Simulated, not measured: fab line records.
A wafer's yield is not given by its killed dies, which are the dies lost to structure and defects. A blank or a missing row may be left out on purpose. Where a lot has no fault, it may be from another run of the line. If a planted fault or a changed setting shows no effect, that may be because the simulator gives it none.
fab line records	flow nand-harc
record lots=11	wafers=33	last-day=33
route steps=1302 shown A_STAIRCASE@701 END@1302
lots that met no fault: from a run of the same line without faults
start-h: the number of hours between the record's first day and the start of the first shown wafer of the lot	wait-h: hours elapsed since this lot's preceding step	" as in the row above	L1.1+2: a single row standing in for several wafers	- no value, or no start was given	* or withheld: withheld	< > ~ a bound
route shown NAME@n: a module of which the file shows steps, and the number in the route of the first	usual: mean and standard deviation over wafers with no fault	same: alike in all rows	chamber/n: place in a boat	sites: readings site by site	_std_site: the standard deviation of these	_edge_site: the outer-site mean with the inner-site mean subtracted	radius-mm: for every site, how far away it sits from the centre of the wafer	mask NAME#n: copy n	behind: the last tool/chamber to shape the wafer	hold: what put the lot on hold/how long, in hours/how the hold closed	device: the transistor (n, p or np) that didn't switch	end of line: at the end of the route, the tests of the same wafers	a step with no rows: only its recipe	killed: count of dies lost to structure and defects at first sort (not the wafer's yield)	map: a wafer's dies, x killed, . not, _ none there
set.NAME: the run value of the setting; set.NAME@STEP: its run value at that earlier step	model.NAME: the simulator's own value behind a step, which no gauge read
the route's steps for a sample of lots (tables are steps, rows are wafers)
services: when a tool's chamber went out of use (start-h, in hours from the record's first day, below 0 if earlier), for how many hours, and the reason
## steps
# step NHARC_A_STAIRCASE_TRIM_187
# recipe time-s=211.2	o2-flow-sccm=500	ar-flow-sccm=0	bias-w=0	chemistry=O2
# usual drypump-motor-current-A=5.7/0.61	o2-flow-sccm=499.9/1.4	oes-product-au=1.002/0.0069	rf-vpp-V=57.8/0.95	showerhead-plenum-p-Torr=3.53/0.16	throttle-valve-pct=17.037/0.0086
lot.wafer	tool	chamber	start-h	wait-h	drypump-motor-current-A	o2-flow-sccm	oes-product-au	rf-hours-counter-h	rf-vpp-V	showerhead-plenum-p-Torr	throttle-valve-pct
L321.4	rie-diel-09	3	379.66	0.1	6.5	497.8	0.990	20	56.9	3.66	17.043
L321.1	"	1	"	"	5.5	500.1	1.007	19	57.5	3.28	17.030
L321.5	"	2	"	"	5.8	500.1	1.004	-	57.7	3.59	17.040
L323.3	rie-diel-13	0	409.43	0.1	6.5	499.3	1.012	24	58.2	3.36	17.042
L323.2	"	1	"	"	5.2	499.3	0.996	22	58.5	3.49	17.042
L323.5	"	1	"	"	5.2	497.7	1.000	-	57.8	3.49	17.038
L324.1	rie-diel-12	0	410.74	0.1	5.0	499.5	1.009	46	56.7	3.27	17.046
L324.2	"	1	"	"	4.8	501.2	0.993	44	57.5	3.48	17.052
L324.5	"	2	"	"	6.4	501.6	0.995	-	58.1	3.38	17.040
L325.1	rie-diel-13	3	433.64	0.1	5.0	500.3	1.004	31	58.2	3.65	17.044
L325.2	"	0	"	"	6.5	501.0	1.010	31	56.4	3.36	17.021
L325.5	"	2	"	"	5.8	497.8	1.008	-	58.4	3.37	17.044
L327.3	rie-diel-12	3	445.83	0.1	6.3	501.3	1.015	55	58.6	3.72	17.046
L327.2	"	0	"	"	5.0	499.9	1.012	56	57.9	3.27	17.029
L327.6	"	3	"	"	6.3	499.6	1.000	-	57.7	3.71	17.026
L333.1	rie-diel-12	0	511.45	0.1	5.0	499.9	0.997	15	57.7	3.80	17.025
L333.3	"	1	"	"	4.8	499.8	1.008	19	57.4	3.47	17.039
L333.4	"	2	"	"	6.4	499.1	0.995	19	56.4	3.36	17.028
L334.4	rie-diel-09	1	531.82	0.1	5.5	500.6	1.010	9	59.0	3.80	17.044
L334.5	"	2	"	"	5.8	500.2	0.991	-	58.7	3.56	17.046
L334.6	"	3	"	"	6.5	500.6	1.014	-	58.4	3.63	17.040
L335.1	rie-diel-12	0	532.78	0.1	5.0	502.9	1.009	22	58.9	3.80	17.036
L335.4	"	1	"	"	4.8	501.3	1.002	26	58.7	3.46	17.040
L335.3	"	2	"	"	6.5	500.8	1.003	25	56.0	3.36	17.030
L336.4	rie-diel-13	0	544.24	0.1	6.5	500.0	1.000	6	57.1	3.34	17.031
L336.2	"	2	"	"	5.7	500.0	1.002	8	56.4	3.35	17.050
L336.6	"	1	"	"	5.2	499.8	1.008	-	57.5	3.47	17.053
L339.1	rie-diel-12	3	560.79	0.1	6.3	498.9	1.002	32	59.6	3.70	17.033
L339.4	"	1	"	"	4.8	498.1	0.995	37	57.6	3.46	17.042
L339.5	"	2	"	"	6.4	501.1	1.007	-	59.3	3.35	17.041
L337.1	rie-diel-13	3	572.32	0.1	5.0	498.9	1.006	15	59.4	3.62	17.018
L337.5	"	1	"	"	5.2	496.8	1.001	-	57.5	3.46	17.052
L337.6	"	2	"	"	5.8	497.4	1.011	-	55.7	3.34	17.037
# step NHARC_A_STAIRCASE_ETCH_192
# recipe target-depth-a=1000	time-s=40.5	ion-energy-ev=400	c4f8-flow-sccm=20	o2-flow-sccm=10	ar-flow-sccm=withheld	rf-w=600	bias-w=1000	chemistry=C4F8/O2
# usual oes-product-au=0.945/0.015	rf-vpp-V=896/5.7	run-length-s=61.8/0.34
lot.wafer	tool	chamber	start-h	wait-h	oes-product-au	rf-hours-counter-h	rf-vpp-V	run-length-s
L321.1	rie-diel-09	1	-	-	0.927	20	887	61.4
L321.4	"	2	"	"	0.915	17	899	62.2
L321.5	"	0	"	"	0.916	-	895	61.3
L323.3	rie-diel-13	2	-	-	0.953	20	891	61.9
L323.2	"	0	"	"	0.955	25	892	61.8
L323.5	"	2	"	"	0.950	-	890	62.4
L324.1	rie-diel-12	0	-	-	0.941	46	888	61.4
L324.2	"	2	"	"	0.948	43	891	62.7
L324.5	"	3	"	"	0.953	-	904	61.6
L325.2	rie-diel-13	1	-	-	0.940	29	894	62.1
L325.1	"	2	"	"	0.950	27	889	61.7
L325.5	"	1	"	"	0.948	-	894	62.0
L327.3	rie-diel-13	0	446.44	-	1.000	34	889	62.2
L327.2	"	3	"	"	1.000	33	900	61.9
L327.6	"	1	"	"	0.996	-	895	62.1
L333.4	rie-diel-12	0	-	-	0.947	15	906	61.8
L333.3	"	1	"	"	0.938	20	893	62.3
L333.1	"	3	"	"	0.954	17	903	61.7
L334.4	rie-diel-09	3	-	-	0.943	7	899	61.7
L334.6	"	3	"	"	0.941	-	900	61.6
L334.5	"	0	"	"	0.930	-	894	61.5
L335.3	rie-diel-12	2	-	-	0.934	25	890	62.0
L335.4	"	0	"	"	0.942	22	905	62.3
L335.1	"	1	"	"	0.948	26	893	61.6
L336.2	rie-diel-13	1	-	-	0.952	8	894	61.9
L336.4	"	0	"	"	0.939	6	888	62.2
L336.6	"	1	"	"	0.950	-	895	61.8
L339.4	rie-diel-12	3	-	-	0.938	32	903	61.4
L339.1	"	0	"	"	0.937	33	904	61.5
L339.5	"	0	"	"	0.936	-	906	62.0
L337.1	rie-diel-13	2	-	-	0.942	16	889	61.8
L337.5	"	0	"	"	0.931	-	888	61.8
L337.6	"	1	"	"	0.941	-	893	62.4
# step NHARC_A_STAIRCASE_ETCH_197
# recipe target-depth-a=1000	time-s=40.5	ion-energy-ev=400	c4f8-flow-sccm=20	o2-flow-sccm=10	ar-flow-sccm=withheld	rf-w=600	bias-w=1000	chemistry=C4F8/O2
# usual oes-product-au=0.951/0.013	rf-vpp-V=896/5.4	run-length-s=61.8/0.31
lot.wafer	tool	chamber	start-h	wait-h	oes-product-au	rf-hours-counter-h	rf-vpp-V	run-length-s
L321.1	rie-diel-09	1	381.33	-	0.959	20	887	61.5
L321.4	"	2	"	"	0.930	18	900	61.6
L321.5	"	1	"	"	0.950	-	887	61.5
L323.3	rie-diel-13	0	410.65	-	0.953	25	889	62.3
L323.2	"	2	"	"	0.957	20	890	61.7
L323.5	"	0	"	"	0.965	-	890	61.9
L324.2	rie-diel-13	3	411.94	-	0.962	25	901	61.5
L324.1	"	0	"	"	0.976	25	889	61.8
L324.5	"	2	"	"	0.962	-	891	62.0
L325.1	rie-diel-09	2	434.84	-	0.946	34	896	61.8
L325.2	"	3	"	"	0.956	37	900	62.1
L325.5	"	2	"	"	0.955	-	897	61.8
L327.3	rie-diel-09	2	447.06	-	0.958	37	897	62.0
L327.2	"	3	"	"	0.942	40	901	61.9
L327.6	"	3	"	"	0.947	-	900	61.6
L333.1	rie-diel-09	1	512.67	-	0.937	2	906	51.9
L333.4	"	2	"	"	0.929	2	897	61.6
L333.3	"	3	"	"	0.969	2	899	61.6
L334.4	rie-diel-09	2	533.02	-	0.948	7	897	61.9
L334.5	"	2	"	"	0.947	-	896	52.5
L334.6	"	3	"	"	0.960	-	899	61.4
L335.3	rie-diel-09	3	534.20	-	0.981	7	899	61.2
L335.4	"	0	"	"	0.966	10	893	61.6
L335.1	"	1	"	"	0.961	10	907	51.7
L336.4	rie-diel-13	0	545.46	-	0.931	6	888	61.9
L336.2	"	1	"	"	0.932	8	894	62.6
L336.6	"	3	"	"	0.939	-	899	61.5
L339.4	rie-diel-12	1	562.12	-	0.955	38	893	62.2
L339.1	"	2	"	"	0.940	35	888	62.3
L339.5	"	1	"	"	0.943	-	893	62.0
L337.1	rie-diel-13	0	573.52	-	0.937	17	887	62.0
L337.5	"	1	"	"	0.957	-	894	61.8
L337.6	"	2	"	"	0.934	-	889	62.4
# step NHARC_A_STAIRCASE_TRIM_202
# recipe time-s=211.2	o2-flow-sccm=500	ar-flow-sccm=0	bias-w=0	chemistry=O2
# usual drypump-motor-current-A=5.7/0.58	o2-flow-sccm=500.0/1.4	oes-product-au=1.000/0.0075	rf-vpp-V=57.8/0.85	showerhead-plenum-p-Torr=3.53/0.15	throttle-valve-pct=17.036/0.0095
lot.wafer	tool	chamber	start-h	wait-h	drypump-motor-current-A	o2-flow-sccm	oes-product-au	rf-hours-counter-h	rf-vpp-V	showerhead-plenum-p-Torr	throttle-valve-pct
L321.4	rie-diel-09	0	-	-	5.2	502.0	0.991	23	57.7	3.51	17.026
L321.1	"	1	"	"	5.5	500.0	1.004	20	56.6	3.28	17.029
L321.5	"	3	"	"	6.5	503.3	0.983	-	58.0	3.66	17.029
L323.2	rie-diel-13	3	-	-	5.0	500.6	1.010	25	57.2	3.65	17.027
L323.3	"	2	"	"	5.8	499.5	1.007	20	56.7	3.37	17.031
L323.5	"	3	"	"	5.0	500.5	0.998	-	57.6	3.65	17.040
L324.2	rie-diel-13	0	-	-	6.4	500.3	1.007	26	57.7	3.36	17.037
L324.1	"	2	"	"	5.8	500.2	1.004	21	56.5	3.37	17.056
L324.5	"	0	"	"	6.5	499.0	1.002	-	58.4	3.36	17.045
L325.2	rie-diel-09	3	-	-	6.5	500.6	0.977	37	58.2	3.65	17.047
L325.1	"	1	"	"	5.5	499.9	1.011	41	57.1	3.27	17.026
L325.5	"	3	"	"	6.5	502.9	0.999	-	56.9	3.65	17.041
L327.2	rie-diel-09	0	-	-	5.2	500.6	0.992	46	57.7	3.50	17.034
L327.3	"	2	"	"	5.8	499.6	0.994	37	58.4	3.57	17.041
L327.6	"	3	"	"	6.5	501.3	0.987	-	59.4	3.65	17.043
L333.4	rie-diel-09	1	-	-	5.5	501.8	1.006	3	59.0	3.81	17.032
L333.3	"	2	"	"	5.7	501.0	1.003	2	57.2	3.56	17.026
L333.1	"	3	"	"	6.5	501.7	1.007	2	57.9	3.64	17.030
L334.4	rie-diel-09	0	-	-	5.2	501.5	0.986	10	57.0	3.48	17.041
L334.5	"	1	"	"	5.5	500.9	1.007	-	56.5	3.80	17.040
L334.6	"	2	"	"	5.8	496.6	1.002	-	58.6	3.56	17.031
L335.4	rie-diel-09	2	-	-	5.8	499.0	0.996	8	57.4	3.56	17.022
L335.3	"	3	"	"	6.5	500.8	1.003	8	58.6	3.63	17.038
L335.1	"	0	"	"	5.2	499.9	0.990	10	57.5	3.48	17.044
L336.2	rie-diel-13	3	-	-	5.0	500.4	0.997	6	59.1	3.63	17.050
L336.4	"	0	"	"	6.4	497.2	1.005	7	57.9	3.34	17.028
L336.6	"	0	"	"	6.5	499.5	1.006	-	56.9	3.34	17.045
L339.1	rie-diel-12	3	-	-	6.3	502.0	0.989	33	57.9	3.70	17.029
L339.4	"	0	"	"	5.0	500.5	0.990	33	59.7	3.79	17.037
L339.5	"	3	"	"	6.2	500.2	0.992	-	58.1	3.70	17.035
L337.1	rie-diel-13	1	-	-	5.2	500.0	1.007	18	58.0	3.46	17.026
L337.5	"	3	"	"	5.0	499.3	1.002	-	57.1	3.62	17.033
L337.6	"	0	"	"	6.5	499.6	0.988	-	55.9	3.33	17.058
# step NHARC_END_SORT_01
# recipe temp-c=25
# usual killed-at-array=52/16	killed-at-other=0.8/1.1	killed-at-periphery=4.2/2.5	killed-dies=57/16	killed-open=3.4/2	killed-short=2.6/1.6
# same gross-dies=677
lot.wafer	tool	chamber	start-h	wait-h	killed-at-array	killed-at-other	killed-at-periphery	killed-dies	killed-open	killed-short
L333.1	prober-02	0	708.25	2.5	259	0	6	265	4	5
L333.3	prober-02	0	709.86	3.1	59	0	6	65	2	4
L333.4	prober-02	0	710.67	3.4	47	1	4	52	3	5
L335.1	prober-02	0	742.85	2.5	194	2	5	201	8	3
L335.3	prober-02	0	744.47	3.1	44	0	8	52	6	4
L335.4	prober-02	0	745.28	3.4	54	1	3	58	4	4
L334.4	prober-01	0	745.34	3.4	47	3	7	57	9	5
L334.5	prober-01	0	746.14	3.7	267	1	5	273	6	6
L334.6	prober-01	0	746.95	4.0	44	1	5	50	3	4
# killed by level:class
L333.1 A_STAIRCASE:area-etch=195 A_SLIT:chamber-film-flake=22 A_CHANNEL_HOLE_D2:chamber-film-flake=14 A_STAIRCASE:chamber-film-flake=7 A_CHANNEL_HOLE_D1:chamber-film-flake=6 A_CONTACT:chamber-film-flake=4 A_DECK1_JOINT:chamber-film-flake=3 A_CHANNEL_FILL_D1:geometric-particle:short=2
L333.3 A_SLIT:chamber-film-flake=32 A_STAIRCASE:chamber-film-flake=8 A_CHANNEL_HOLE_D1:chamber-film-flake=6 A_CHANNEL_HOLE_D2:chamber-film-flake=5 P_ZERO_WELL:chamber-film-flake=2 A_CONTACT:chamber-film-flake=2 P_STI:geometric-particle:short=1 P_CONTACT:geometric-particle:open=1
L333.4 A_SLIT:chamber-film-flake=20 A_CHANNEL_HOLE_D2:chamber-film-flake=9 A_STAIRCASE:chamber-film-flake=5 A_CONTACT:chamber-film-flake=4 P_ZERO_WELL:chamber-film-flake=2 P_GATE:geometric-particle:short=1 P_CONTACT:geometric-particle:open=1 A_DECK1_JOINT:geometric-particle:open=1
L335.1 A_STAIRCASE:area-etch=136 A_CHANNEL_HOLE_D1:chamber-film-flake=34 A_STAIRCASE:chamber-film-flake=5 A_CONTACT:chamber-film-flake=5 A_SLIT:chamber-film-flake=4 P_ZERO_WELL:chamber-film-flake=2 P_M2:chamber-film-flake=2 P_M0:geometric-particle:open=1
L335.3 A_CHANNEL_HOLE_D1:chamber-film-flake=17 A_STAIRCASE:chamber-film-flake=12 A_CONTACT:chamber-film-flake=5 A_SLIT:chamber-film-flake=3 A_ONON_D1:geometric-particle:short=2 P_ZERO_WELL:chamber-film-flake=2 P_M2:chamber-film-flake=2 P_CONTACT:geometric-particle:open=1
L335.4 A_CHANNEL_HOLE_D1:chamber-film-flake=26 A_STAIRCASE:chamber-film-flake=11 A_SLIT:chamber-film-flake=6 P_M2:chamber-film-flake=3 A_CONTACT:chamber-film-flake=2 A_CHANNEL_HOLE_D1:geometric-particle:short=1 A_DECK1_JOINT:geometric-particle:short=1 A_ONON_D2:geometric-particle:open=1
L334.4 A_CHANNEL_HOLE_D2:chamber-film-flake=20 A_CHANNEL_FILL_D1:chamber-film-flake=5 A_SLIT:chamber-film-flake=5 P_M0:geometric-particle:open=2 A_ONON_D1:geometric-particle:short=2 A_CHANNEL_FILL_D1:geometric-particle:open=2 A_WL_FILL:geometric-particle:open=2 P_STI:chamber-film-flake=2
L334.5 A_STAIRCASE:area-etch=212 A_CHANNEL_HOLE_D2:chamber-film-flake=17 A_CHANNEL_HOLE_D1:chamber-film-flake=7 A_SLIT:chamber-film-flake=7 A_SGD_CUT:chamber-film-flake=6 A_WL_FILL:geometric-particle:short=4 P_CONTACT:geometric-particle:open=2 P_STI:chamber-film-flake=2
L334.6 A_CHANNEL_HOLE_D2:chamber-film-flake=17 A_CHANNEL_HOLE_D1:chamber-film-flake=10 A_SLIT:chamber-film-flake=5 A_DECK1_JOINT:chamber-film-flake=3 P_CONTACT:geometric-particle:open=2 P_GATE:chamber-film-flake=2 A_SGD_CUT:chamber-film-flake=2 A_CHANNEL_FILL_D1:geometric-particle:short=1
## services
tool	chamber	start-h	hours	kind
rie-diel-13	2	361.68	7.6	repair
rie-diel-13	0	375.55	-	clean
rie-diel-13	1	375.55	-	clean
rie-diel-13	2	375.55	-	clean
rie-diel-13	3	375.55	-	clean
rie-diel-13	0	400.05	-	clean
rie-diel-13	1	400.05	-	clean
rie-diel-13	2	400.05	-	clean
rie-diel-13	3	400.05	-	clean
rie-diel-09	0	415.18	2.8	repair
rie-diel-13	0	424.55	-	clean
rie-diel-13	1	424.55	-	clean
rie-diel-13	2	424.55	-	clean
rie-diel-13	3	424.55	-	clean
rie-diel-12	-	446.40	9.0	pm
rie-diel-13	0	449.05	-	clean
rie-diel-13	1	449.05	-	clean
rie-diel-13	2	449.05	-	clean
rie-diel-12	0	465.41	9.0	repair
rie-diel-09	-	497.46	9.0	pm
rie-diel-13	-	519.05	9.0	pm
rie-diel-13	-	541.96	0.2	repair
rie-diel-09	-	572.15	0.2	repair
rie-diel-09	1	573.14	4.5	repair
## key
first-sign step=NHARC_A_STAIRCASE_ETCH_197	reading=run-length-s	direction=down	sigmas=32	usual=*	struck=*
effect step=NHARC_END_SORT_01	reading=killed-at-array	direction=up	sigmas=12	usual=52	struck=240
more-kills-born-at NHARC_A_STAIRCASE_ETCH_197@rie-diel-09=543
met-at NHARC_A_STAIRCASE_ETCH_197
struck-lots L333,L334,L335
struck-wafers L333.1,L334.5,L335.1
tester-left-out L333,L334,L335
not-acting-at NHARC_A_STAIRCASE_TRIM_187,NHARC_A_STAIRCASE_ETCH_192,NHARC_A_STAIRCASE_TRIM_202
onset-between 447.06 512.67
fault kind=process-parameter-drift	tool=rie-diel-09	chamber=-	onset-h=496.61	steps=NHARC_A_STAIRCASE_ETCH_197	channel=time-s	offset=*	shape=step	end-h=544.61	scope=struck-wafers-only	acts-in=*	stated=*
# tester-left-out: of these lots the tester's yield and bins aren't shown, on N5 and GAA mostly nor the transistor test; their killed dies are dies lost to structure and defects alone, not to doping, threshold or leakage, so they don't give the yield
